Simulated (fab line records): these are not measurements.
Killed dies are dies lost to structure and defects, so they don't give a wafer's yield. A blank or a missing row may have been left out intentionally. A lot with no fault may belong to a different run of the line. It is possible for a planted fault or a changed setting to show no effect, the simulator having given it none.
fab line records | flow nandHarc
record: lots: 7 | wafers: 21 | lastDay: 26
route steps=1159 shown P_ZERO_WELL@20
lots untouched by any fault: they come from a run of this same line in which no faults occurred
startH: start of the lot's first displayed wafer, in hours after the record's first day | waitH: hours elapsed since this lot's preceding step | " repeats the value in the row above | L1.1+2: a row that stands for several wafers | - either no value or no given start | * or withheld: withheld | < > ~ a bound
route shown NAME@n: names a module that has steps shown in the file, with the first one's number in the route | usual: mean and standard deviation over wafers with no fault | same: alike in all rows | chamber/n: place in a boat | sites: each site's reading | _std_site: how widely they spread, as a standard deviation | _edge_site: mean of outer sites minus mean of inner sites | radiusMm: how far each site lies from the wafer's centre | mask NAME#n: copy n | behind: tool/chamber where the wafer was last shaped | hold: why the lot went on hold/how many hours it stayed there/how the hold came to an end | device: the transistor (n, p or np) that didn't switch | end of line: the route-end tests of the same wafers | a step given without rows: its recipe and nothing more | killed: at the first sort, the dies lost to defects and structure; wafer yield is something else | map: shows each die of a wafer: x if killed, . if not, _ if none is there
set.NAME: the run value of the setting; set.NAME@STEP: its run value at that earlier step | model.NAME: the simulator's own value behind a step, which no gauge read
lots at selected steps of the route; one table per step, one row per wafer
services: from which hour (startH, from the record's first day; less than 0 if before it) a tool's chamber was out of use, for how many hours, and why
== steps ==
step: NHARC_P_ZERO_WELL_STRIP_15
recipe: timeS: 900 | tempC: 130 | chemistry: SPM
step: NHARC_P_ZERO_WELL_DEHYDRATE_16
recipe: tempC: 150 | timeS: 120
step: NHARC_P_ZERO_WELL_HMDS_17
recipe: timeS: 30
step: NHARC_P_ZERO_WELL_COAT_18
recipe: spinRpm: withheld
step: NHARC_P_ZERO_WELL_SOFTBAKE_19
recipe: tempC: 122 | timeS: 95
step: NHARC_P_ZERO_WELL_EBR_20
step: NHARC_P_ZERO_WELL_EXPOSE_21
recipe: na: 0.6 | targetCdNm: 720 | doseMj: 22.31 | maskId: P_NWELL
step: NHARC_P_ZERO_WELL_PEB_22
recipe: pebTempC: 118 | pebTimeS: 85
step: NHARC_P_ZERO_WELL_DEVELOP_23
recipe: timeS: 70
step: NHARC_P_ZERO_WELL_CD_MEAS_24
recipe: targetCdNm: 720 | landingEnergyEv: 500
usual: cdNm: 720.0/1.4
lot.wafer | tool     | chamber | startH | waitH | cdNm
L340.1    | cdSem-03 | 0       | 20.51  | -     | 719.5
L340.4    | "        | 0       | "      | "     | 719.4
L340.5    | "        | 0       | "      | "     | 721.2
L341.2    | cdSem-02 | 0       | 26.54  | -     | 721.2
L341.5    | "        | 0       | "      | "     | 721.9
L341.6    | "        | 0       | "      | "     | 721.3
L342.2    | cdSem-01 | 0       | 32.47  | -     | 718.8
L342.3    | "        | 0       | "      | "     | 719.8
L342.5    | "        | 0       | "      | "     | 719.8
L343.2    | cdSem-03 | 0       | 39.64  | -     | 721.7
L343.3    | "        | 0       | "      | "     | 721.1
L343.6    | "        | 0       | "      | "     | 721.3
L344.1    | cdSem-02 | 0       | 44.61  | -     | 719.3
L344.2    | "        | 0       | "      | "     | 720.0
L344.3    | "        | 0       | "      | "     | 717.8
L345.3    | cdSem-03 | 0       | 50.62  | -     | 723.3
L345.5    | "        | 0       | "      | "     | 721.1
L345.6    | "        | 0       | "      | "     | 722.2
L359.2    | cdSem-02 | 0       | 134.33 | -     | 716.1
L359.3    | "        | 0       | "      | "     | 719.4
L359.4    | "        | 0       | "      | "     | 718.6
step: NHARC_P_ZERO_WELL_HARDBAKE_25
recipe: tempC: 125 | timeS: 80
step: NHARC_P_ZERO_WELL_DESCUM_26
recipe: timeS: 3 | o2FlowSccm: 200 | arFlowSccm: 0 | biasPowerW: 0 | chemistry: O2
usual: chamberPressureMTorr: 60.00/0.049 | drypumpMotorCurrentA: 5.9/0.47 | oesProductAu: 1.002/0.0079 | rfVppV: 57.7/0.91 | showerheadPlenumPTorr: 1.92/0.074 | throttleValvePct: 11.312/0.0093
lot.wafer | tool       | chamber | startH | waitH | chamberPressureMTorr | drypumpMotorCurrentA | oesProductAu | rfHoursCounterH | rfVppV | showerheadPlenumPTorr | throttleValvePct
L340.4    | rieDiel-02 | 3       | 20.68  | -     | 60.01                | 5.5                  | 0.989        | 0               | 57.0   | 1.88                  | 11.309
L340.1    | "          | 0       | "      | "     | 59.99                | 6.0                  | 0.998        | 5               | 56.7   | 1.88                  | 11.309
L340.5    | "          | 3       | "      | "     | 59.94                | 5.5                  | 0.982        | -               | 59.0   | 1.88                  | 11.298
L341.2    | rieDiel-01 | 1       | 26.73  | -     | 60.02                | 5.2                  | 0.990        | 4               | 59.0   | 1.80                  | 11.312
L341.5    | "          | 3       | "      | "     | 60.03                | 5.5                  | 1.005        | -               | 59.0   | 1.98                  | 11.325
L341.6    | "          | 0       | "      | "     | 59.99                | 6.3                  | 1.001        | -               | 57.9   | 1.92                  | 11.306
L342.3    | rieDiel-01 | 0       | 32.63  | -     | 60.06                | 6.3                  | 1.004        | 4               | 58.1   | 1.92                  | 11.306
L342.2    | "          | 2       | "      | "     | 60.05                | 5.7                  | 0.998        | 5               | 57.3   | 1.97                  | 11.323
L342.5    | "          | 1       | "      | "     | 59.95                | 5.3                  | 1.003        | -               | 56.1   | 1.80                  | 11.322
L343.2    | rieDiel-10 | 3       | 39.80  | -     | 60.04                | 6.5                  | 1.000        | 2               | 57.0   | 1.85                  | 11.317
L343.3    | "          | 1       | "      | "     | 60.06                | 5.3                  | 1.012        | 3               | 58.8   | 1.93                  | 11.318
L343.6    | "          | 0       | "      | "     | 59.96                | 6.1                  | 1.006        | -               | 57.7   | 2.00                  | 11.300
L344.2    | rieDiel-01 | 2       | 44.79  | -     | 60.00                | 5.7                  | 1.002        | 6               | 57.7   | 1.97                  | 11.309
L344.1    | "          | 3       | "      | "     | 60.02                | 5.5                  | 1.005        | 6               | 58.6   | 1.98                  | 11.323
L344.3    | "          | 0       | "      | "     | 60.03                | 6.3                  | 1.008        | 5               | 57.0   | 1.92                  | 11.293
L345.3    | rieDiel-10 | 0       | 50.80  | -     | 60.01                | 6.1                  | 1.003        | 4               | 58.6   | 2.00                  | 11.312
L345.6    | "          | 2       | "      | "     | 60.00                | 6.4                  | 0.984        | -               | 58.0   | 1.87                  | 11.308
L345.5    | "          | 3       | "      | "     | 60.00                | 6.6                  | 0.984        | -               | 55.7   | 1.85                  | 11.318
L359.4    | rieDiel-10 | 2       | 134.49 | -     | 59.98                | 6.4                  | 1.003        | 11              | 58.6   | 1.87                  | 11.315
L359.2    | "          | 0       | "      | "     | 60.02                | 6.1                  | 1.006        | 10              | 58.1   | 2.00                  | 11.314
L359.3    | "          | 1       | "      | "     | 59.96                | 5.3                  | 1.013        | 11              | 57.7   | 1.93                  | 11.305
step: NHARC_P_ZERO_WELL_IMPLANT_27
recipe: energyKev: 600 | doseCm2: 1e+13 | tiltDeg: 7
usual: faradayCurrentUA: 127.1/2.6
lot.wafer | tool         | chamber | startH | waitH | faradayCurrentUA
L340.1    | implanter-02 | 0       | 20.83  | 0.1   | 128.1
L340.4    | "            | 0       | "      | "     | 130.1
L340.5    | "            | 0       | "      | "     | 125.7
L341.2    | implanter-02 | 0       | 26.88  | 0.1   | 126.4
L341.5    | "            | 0       | "      | "     | 132.4
L341.6    | "            | 0       | "      | "     | 124.0
L342.2    | implanter-02 | 0       | 32.80  | 0.1   | 127.5
L342.3    | "            | 0       | "      | "     | 125.1
L342.5    | "            | 0       | "      | "     | 125.5
L342.2    | implanter-02 | 0       | 33.23  | 0.4   | 125.1
L342.3    | "            | 0       | "      | "     | 128.1
L342.5    | "            | 0       | "      | "     | 126.6
L343.2    | implanter-02 | 0       | 39.97  | 0.2   | 127.9
L343.3    | "            | 0       | "      | "     | 124.8
L343.6    | "            | 0       | "      | "     | 126.3
L344.1    | implanter-01 | 0       | 44.92  | 0.1   | 126.1
L344.2    | "            | 0       | "      | "     | 125.6
L344.3    | "            | 0       | "      | "     | 129.8
L344.1    | implanter-01 | 0       | 45.34  | 0.4   | 120.9
L344.2    | "            | 0       | "      | "     | 128.6
L344.3    | "            | 0       | "      | "     | 129.2
L345.3    | implanter-01 | 0       | 50.99  | 0.2   | 131.6
L345.5    | "            | 0       | "      | "     | 126.4
L345.6    | "            | 0       | "      | "     | 128.4
L345.3    | implanter-01 | 0       | 51.41  | 0.4   | 128.4
L345.5    | "            | 0       | "      | "     | 128.7
L345.6    | "            | 0       | "      | "     | 134.6
L359.2    | implanter-02 | 0       | 134.66 | 0.1   | 128.4
L359.3    | "            | 0       | "      | "     | 127.1
L359.4    | "            | 0       | "      | "     | 129.3
step: NHARC_P_ZERO_WELL_IMPLANT_57
recipe: energyKev: 250 | doseCm2: 4e+12 | tiltDeg: 7
== services ==
tool         | chamber | startH | hours | kind
rieDiel-10   | -       | -0.50  | 9.0   | pm
rieDiel-10   | 0       | -0.50  | 9.0   | ventCycle
rieDiel-10   | 1       | -0.50  | 9.0   | ventCycle
rieDiel-10   | 2       | -0.50  | 9.0   | ventCycle
rieDiel-10   | 3       | -0.50  | 9.0   | ventCycle
implanter-01 | -       | 7.02   | 9.4   | repair
rieDiel-10   | 0       | 8.50   | -     | clean
rieDiel-10   | 1       | 8.50   | -     | clean
rieDiel-10   | 2       | 8.50   | -     | clean
rieDiel-10   | 3       | 8.50   | -     | clean
rieDiel-01   | 0       | 18.98  | -     | clean
rieDiel-01   | 1       | 18.98  | -     | clean
implanter-01 | -       | 52.03  | 8.8   | repair
implanter-02 | -       | 56.09  | 3.0   | repair
rieDiel-01   | 2       | 63.93  | 1.9   | repair
implanter-01 | -       | 67.51  | 2.8   | repair
rieDiel-01   | 3       | 76.45  | 6.5   | repair
implanter-02 | -       | 85.09  | 13.0  | pm
rieDiel-10   | 1       | 89.64  | 6.7   | repair
rieDiel-10   | 0       | 92.79  | 2.4   | repair
rieDiel-01   | 3       | 110.10 | 10.6  | repair
rieDiel-10   | 0       | 110.67 | 8.8   | repair
rieDiel-01   | -       | 125.82 | 0.7   | repair
implanter-02 | -       | 127.20 | 2.9   | repair
== key ==
firstSign: step: NHARC_P_ZERO_WELL_IMPLANT_27 | reading: visit | direction: added
effect none on later readings
metAt NHARC_P_ZERO_WELL_IMPLANT_27
struckWafers L342.2,L342.3,L342.5,L344.1,L344.2,L344.3,L345.3,L345.5,L345.6
testerLeftOut L342,L344,L345
fault: kind: repeatedStepWhole | tool: implanter-01,implanter-02 | chamber: - | onsetH: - | steps: NHARC_P_ZERO_WELL_IMPLANT_27 | times: 1 | scope: struckLotsOnly
testerLeftOut: of these lots the tester's yield and bins aren't shown, on N5 and GAA mostly nor the transistor test; their killed dies are dies lost to structure and defects alone, not to doping, threshold or leakage, so they don't give the yield
